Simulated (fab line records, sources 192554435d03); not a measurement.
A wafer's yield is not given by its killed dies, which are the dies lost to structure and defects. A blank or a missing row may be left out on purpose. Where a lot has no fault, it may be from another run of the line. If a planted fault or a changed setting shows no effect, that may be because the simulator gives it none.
fab line records + flow n5_finfet + part 2 of 2: steps 21 to 31 of 31
record
- lots=5
- wafers=15
- last_day=17
route steps=1938 shown BEOL_M1@759
lots untouched by any fault: they come from a run of this same line in which no faults occurred
start_h: hours from the record's first day to the start of the lot's first wafer shown + wait_h: hours since the lot's step before + " the same as in the row above + L1.1+2: a row that stands for several wafers + - either no value or no given start + * or withheld: withheld + < > ~ a bound
route shown NAME@n: NAME is a module with steps in the file, n the number in the route of the first one + usual: mean and standard deviation over wafers with no fault + same: alike in all rows + chamber/n: place in a boat + sites: readings site by site + _std_site: the standard deviation of these + _edge_site: outer sites' mean less inner sites' + radius_mm: how far each site lies from the wafer's centre + mask NAME#n: copy n + behind: the last tool/chamber to shape the wafer + hold: why the lot was held/for how many hours/how that ended + device: transistor that didn't switch, given as n, p or np + end of line: the tests these same wafers got at the end of their route + a step given without rows: its recipe and nothing more + killed: dies that structure and defects cost at the first sort, which is not the same as the wafer's yield + map: shows each die of a wafer: x if killed, . if not, _ if none is there
set.NAME: the run value of the setting; set.NAME@STEP: its run value at that earlier step + model.NAME: the simulator's own value behind a step, which no gauge read
lots at selected steps of the route; one table per step, one row per wafer
services: the hour from which a tool's chamber was out of use, counted from the record's first day as start_h (under 0 if before that day), plus the number of hours and why
## steps
# step N5_BEOL_M1_COAT_76
# recipe
- resist=underlayer
- temp_c=205
- time_s=60
- spin_rpm=1500
- resist_thk_nm=5
# usual
- spin_speed_rpm=1500.0/0.84
| lot.wafer | tool           | chamber | start_h | wait_h | spin_speed_rpm |
|-----------|----------------|---------|---------|--------|----------------|
| L082.2    | litho_track-04 | 0       | -       | -      | 1500.4         |
| L082.5    | "              | 0       | "       | "      | 1499.1         |
| L082.6    | "              | 0       | "       | "      | 1498.2         |
| L083.1    | litho_track-05 | 0       | -       | -      | 1499.7         |
| L083.4    | "              | 0       | "       | "      | 1499.0         |
| L083.5    | "              | 0       | "       | "      | 1499.1         |
| L085.2    | litho_track-04 | 0       | -       | -      | 1500.2         |
| L085.3    | "              | 0       | "       | "      | 1500.5         |
| L085.5    | "              | 0       | "       | "      | 1500.8         |
| L087.3    | litho_track-03 | 0       | -       | -      | 1499.8         |
| L087.4    | "              | 0       | "       | "      | 1499.1         |
| L087.6    | "              | 0       | "       | "      | 1499.2         |
| L089.1    | litho_track-03 | 0       | -       | -      | 1498.9         |
| L089.4    | "              | 0       | "       | "      | 1500.0         |
| L089.6    | "              | 0       | "       | "      | 1499.2         |
# step N5_BEOL_M1_COAT_22
# recipe
- resist=CAR-EUV
- spin_rpm=1500
- resist_thk_nm=30
# usual
- spin_speed_rpm=1500.2/0.97
| lot.wafer | tool           | chamber | start_h | wait_h | spin_speed_rpm |
|-----------|----------------|---------|---------|--------|----------------|
| L082.2    | litho_track-04 | 0       | -       | -      | 1499.7         |
| L082.5    | "              | 0       | "       | "      | 1499.9         |
| L082.6    | "              | 0       | "       | "      | 1500.8         |
| L083.1    | litho_track-05 | 0       | -       | -      | 1499.7         |
| L083.4    | "              | 0       | "       | "      | 1499.5         |
| L083.5    | "              | 0       | "       | "      | 1501.1         |
| L085.2    | litho_track-04 | 0       | -       | -      | 1498.9         |
| L085.3    | "              | 0       | "       | "      | 1497.8         |
| L085.5    | "              | 0       | "       | "      | 1497.6         |
| L087.3    | litho_track-03 | 0       | -       | -      | 1500.3         |
| L087.4    | "              | 0       | "       | "      | 1501.2         |
| L087.6    | "              | 0       | "       | "      | 1500.3         |
| L089.1    | litho_track-03 | 0       | -       | -      | 1499.2         |
| L089.4    | "              | 0       | "       | "      | 1498.2         |
| L089.6    | "              | 0       | "       | "      | 1500.3         |
# step N5_BEOL_M1_EBR_24
# recipe
- solvent=PGMEA
- ebr_width_mm=1.5
| lot.wafer  | tool           | chamber | start_h | wait_h |
|------------|----------------|---------|---------|--------|
| L082.2+5+6 | litho_track-04 | 0       | -       | -      |
| L083.1+4+5 | litho_track-05 | 0       | -       | -      |
| L085.2+3+5 | litho_track-04 | 0       | -       | -      |
| L087.3+4+6 | litho_track-03 | 0       | -       | -      |
| L089.1+4+6 | litho_track-03 | 0       | -       | -      |
# step N5_BEOL_M1_SOFTBAKE_23
# recipe
- temp_c=110
- time_s=60
- resist=CAR-EUV
| lot.wafer  | tool           | chamber | start_h | wait_h |
|------------|----------------|---------|---------|--------|
| L082.2+5+6 | litho_track-04 | 0       | -       | -      |
| L083.1+4+5 | litho_track-05 | 0       | -       | -      |
| L085.2+3+5 | litho_track-04 | 0       | -       | -      |
| L087.3+4+6 | litho_track-03 | 0       | -       | -      |
| L089.1+4+6 | litho_track-03 | 0       | -       | -      |
# step N5_BEOL_M1_EXPOSE_25
# recipe
- mask_id=V0
- na=0.33
- source_shape=quasar
- sigma_inner=0.2
- sigma_outer=0.8
- polarization=unpolarized
- defocus_nm=5
- target_cd_nm=24
- dose_mj=63
# usual
- exposure_dose_mJ_cm2=63.00/0.063
# same
- dipole_opening_deg=30
| lot.wafer | tool           | chamber | start_h | wait_h | mask | exposure_dose_mJ_cm2 |
|-----------|----------------|---------|---------|--------|------|----------------------|
| L082.2    | euv_scanner-02 | 0       | 167.82  | -      | V0#0 | 62.98                |
| L082.5    | "              | 0       | "       | "      | V0#0 | 62.97                |
| L082.6    | "              | 0       | "       | "      | V0#0 | 63.01                |
| L083.1    | euv_scanner-01 | 0       | 173.67  | -      | V0#0 | 62.83                |
| L083.4    | "              | 0       | "       | "      | V0#0 | 62.89                |
| L083.5    | "              | 0       | "       | "      | V0#0 | 62.93                |
| L085.2    | euv_scanner-02 | 0       | 200.62  | -      | V0#0 | 62.91                |
| L085.3    | "              | 0       | "       | "      | V0#0 | 63.01                |
| L085.5    | "              | 0       | "       | "      | V0#0 | 62.98                |
| L087.3    | euv_scanner-02 | 0       | 200.69  | -      | V0#0 | 63.07                |
| L087.4    | "              | 0       | "       | "      | V0#0 | 63.05                |
| L087.6    | "              | 0       | "       | "      | V0#0 | 63.04                |
| L089.1    | euv_scanner-01 | 0       | 214.46  | -      | V0#0 | 63.02                |
| L089.4    | "              | 0       | "       | "      | V0#0 | 63.00                |
| L089.6    | "              | 0       | "       | "      | V0#0 | 62.94                |
# step N5_BEOL_M1_PEB_26
# recipe
- peb_temp_c=100
- peb_time_s=60
- resist=CAR-EUV
# same
- peb_time_s=60
| lot.wafer  | tool           | chamber | start_h | wait_h |
|------------|----------------|---------|---------|--------|
| L082.2+5+6 | litho_track-05 | 0       | 167.89  | 0.1    |
| L083.1+4+5 | litho_track-05 | 0       | 173.75  | 0.1    |
| L085.2+3+5 | litho_track-04 | 0       | 200.69  | 0.1    |
| L087.3+4+6 | litho_track-04 | 0       | 200.75  | 0.1    |
| L089.1+4+6 | litho_track-05 | 0       | 214.53  | 0.1    |
# step N5_BEOL_M1_DEVELOP_27
# recipe
- develop_time_s=30
- developer=TMAH
- resist=CAR-EUV
- rinse_liquid=surfactant_rinse
- dry=air_spin
- dev_temp_c=23
| lot.wafer  | tool           | chamber | start_h | wait_h |
|------------|----------------|---------|---------|--------|
| L082.2+5+6 | litho_track-05 | 0       | -       | -      |
| L083.1+4+5 | litho_track-05 | 0       | -       | -      |
| L085.2+3+5 | litho_track-04 | 0       | -       | -      |
| L087.3+4+6 | litho_track-04 | 0       | -       | -      |
| L089.1+4+6 | litho_track-05 | 0       | -       | -      |
# step N5_BEOL_M1_CD_MEAS_28
# recipe
- landing_energy_ev=500
- detector=se_inlens
- target_cd_y_nm=23.3
# usual
- cd_nm=23.94/0.22
| lot.wafer | tool      | chamber | start_h | wait_h | cd_nm |
|-----------|-----------|---------|---------|--------|-------|
| L082.2    | cd_sem-01 | 0       | 167.96  | -      | 24.08 |
| L082.5    | "         | 0       | "       | "      | 23.78 |
| L082.6    | "         | 0       | "       | "      | 23.55 |
| L083.1    | cd_sem-01 | 0       | 173.81  | -      | 23.54 |
| L083.4    | "         | 0       | "       | "      | 23.73 |
| L083.5    | "         | 0       | "       | "      | 23.57 |
| L085.2    | cd_sem-02 | 0       | 200.76  | -      | 24.00 |
| L085.3    | "         | 0       | "       | "      | 24.38 |
| L085.5    | "         | 0       | "       | "      | 24.02 |
| L087.3    | cd_sem-01 | 0       | 200.82  | -      | 24.00 |
| L087.4    | "         | 0       | "       | "      | 23.84 |
| L087.6    | "         | 0       | "       | "      | 24.22 |
| L089.1    | cd_sem-03 | 0       | 214.60  | -      | 24.24 |
| L089.4    | "         | 0       | "       | "      | 23.93 |
| L089.6    | "         | 0       | "       | "      | 23.99 |
# step N5_BEOL_M1_OVL_MEAS_29
# recipe
- points_per_wafer=522
# usual
- V0_OVL=-0.6/0.7
| lot.wafer | tool       | chamber | start_h | wait_h | V0_OVL[nm] |
|-----------|------------|---------|---------|--------|------------|
| L082.2    | overlay-01 | 0       | 168.00  | 0.0    | 0.4        |
| L082.5    | "          | 0       | "       | "      | -1.1       |
| L082.6    | "          | 0       | "       | "      | 0.5        |
| L083.1    | overlay-01 | 0       | 173.84  | 0.0    | -2.0       |
| L083.4    | "          | 0       | "       | "      | -1.1       |
| L083.5    | "          | 0       | "       | "      | -1.1       |
| L085.2    | overlay-01 | 0       | 200.79  | 0.0    | -0.2       |
| L085.3    | "          | 0       | "       | "      | -0.8       |
| L085.5    | "          | 0       | "       | "      | -2.6       |
| L087.3    | overlay-02 | 0       | 200.86  | 0.0    | -1.8       |
| L087.4    | "          | 0       | "       | "      | -0.8       |
| L087.6    | "          | 0       | "       | "      | -0.8       |
| L089.1    | overlay-01 | 0       | 214.63  | 0.0    | -1.2       |
| L089.4    | "          | 0       | "       | "      | 0.2        |
| L089.6    | "          | 0       | "       | "      | 0.4        |
# step N5_BEOL_M1_INSPECT_30
# recipe
- mode=adi
- inspect_instrument=brightfield
# usual
- raw_defect_count=403/84
| lot.wafer | tool              | chamber | start_h | wait_h | raw_defect_count |
|-----------|-------------------|---------|---------|--------|------------------|
| L082.2    | defect_inspect-01 | -       | 168.05  | 0.0    | 387              |
| L082.5    | "                 | -       | "       | "      | 271              |
| L082.6    | "                 | -       | "       | "      | 350              |
| L083.1    | defect_inspect-01 | -       | 173.90  | 0.1    | 435              |
| L083.4    | "                 | -       | "       | "      | 527              |
| L083.5    | "                 | -       | "       | "      | 538              |
| L085.2    | defect_inspect-01 | -       | 200.85  | 0.0    | 357              |
| L085.3    | "                 | -       | "       | "      | 364              |
| L085.5    | "                 | -       | "       | "      | 357              |
| L087.3    | defect_inspect-02 | -       | 200.91  | 0.0    | 663              |
| L087.4    | "                 | -       | "       | "      | 445              |
| L087.6    | "                 | -       | "       | "      | 452              |
| L089.1    | defect_inspect-01 | -       | 214.69  | 0.1    | 338              |
| L089.4    | "                 | -       | "       | "      | 496              |
| L089.6    | "                 | -       | "       | "      | 344              |
# step N5_BEOL_M1_DESCUM_33
# recipe
- chemistry=O2
- time_s=7
- source_power_w=50
- bias_power_w=20
- pressure_mtorr=20
- rf_frequency_hz=2.712e+07
- temp_c=40
- resist=CAR-EUV
- o2_flow_sccm=225
# usual
- drypump_motor_current_A=5.6/0.36
- oes_product_au=0.75/0.084
- rf_vpp_V=242.6/1.3
- showerhead_plenum_p_Torr=2.06/0.065
- throttle_valve_pct=20.45/0.24
| lot.wafer | tool        | chamber | start_h | wait_h | drypump_motor_current_A | oes_product_au | rf_hours_counter_h | rf_vpp_V | showerhead_plenum_p_Torr | throttle_valve_pct |
|-----------|-------------|---------|---------|--------|-------------------------|----------------|--------------------|----------|--------------------------|--------------------|
| L082.2    | rie_diel-06 | 0       | 168.08  | 0.0    | 4.9                     | 0.88           | 26                 | 243.3    | 2.06                     | 20.26              |
| L082.5    | "           | 1       | "       | "      | 5.7                     | 0.73           | -                  | 241.1    | 1.99                     | 20.33              |
| L082.6    | "           | 0       | "       | "      | 4.9                     | 0.88           | -                  | 242.2    | 2.06                     | 20.27              |
| L083.1    | rie_diel-04 | 1       | 173.94  | 0.0    | 6.2                     | 0.69           | 226                | 240.6    | 1.98                     | 20.57              |
| L083.4    | "           | 0       | "       | "      | 5.8                     | 0.94           | -                  | 241.6    | 2.07                     | 20.27              |
| L083.5    | "           | 1       | "       | "      | 6.2                     | 0.70           | -                  | 243.7    | 1.98                     | 20.59              |
| L085.2    | rie_diel-04 | 2       | 200.91  | 0.1    | 5.2                     | 0.73           | 169                | 244.3    | 2.19                     | 20.56              |
| L085.3    | "           | 3       | "       | "      | 5.6                     | 0.67           | 235                | 243.9    | 2.06                     | 20.62              |
| L085.5    | "           | 1       | "       | "      | 6.3                     | 0.69           | -                  | 240.3    | 1.98                     | 20.59              |
| L087.3    | rie_diel-02 | 3       | 200.94  | 0.0    | 5.7                     | 0.72           | 227                | 242.6    | 2.06                     | 20.71              |
| L087.4    | "           | 0       | "       | "      | 5.4                     | 0.97           | 7                  | 243.3    | 2.13                     | 20.21              |
| L087.6    | "           | 1       | "       | "      | 6.0                     | 0.72           | -                  | 241.0    | 1.98                     | 20.07              |
| L089.1    | rie_diel-04 | 1       | 214.82  | 0.1    | 6.3                     | 0.69           | 240                | 242.2    | 1.98                     | 20.58              |
| L089.4    | "           | 3       | "       | "      | 5.6                     | 0.67           | 239                | 242.9    | 2.06                     | 20.62              |
| L089.6    | "           | 0       | "       | "      | 5.8                     | 0.92           | -                  | 244.3    | 2.07                     | 20.29              |
## services
| tool           | chamber | start_h | hours | kind                          |
|----------------|---------|---------|-------|-------------------------------|
| euv_scanner-02 | 0       | 150.80  | -     | calibration                   |
| rie_diel-02    | 1       | 154.13  | 5.4   | repair                        |
| euv_scanner-02 | -       | 154.17  | 1.0   | pm                            |
| rie_diel-02    | 0       | 165.92  | -     | clean                         |
| rie_diel-02    | 0       | 165.92  | -     | consumable_replace:focus_ring |
| rie_diel-02    | 0       | 165.92  | 16.7  | scheduled_down                |
| rie_diel-02    | 0       | 165.92  | 16.7  | vent_cycle                    |
| euv_scanner-02 | -       | 166.19  | 0.2   | repair                        |
| rie_diel-04    | 3       | 167.41  | 8.7   | repair                        |
| euv_scanner-02 | -       | 172.86  | 5.8   | pm                            |
| rie_diel-02    | -       | 179.40  | 1.0   | repair                        |
| euv_scanner-01 | -       | 186.34  | 19.1  | repair                        |
| rie_diel-06    | 2       | 189.08  | 10.0  | repair                        |
| litho_track-03 | -       | 202.61  | -     | consumable_replace:filter     |
| euv_scanner-02 | -       | 206.41  | 6.2   | pm                            |
| euv_scanner-02 | -       | 212.66  | 4.6   | pm                            |
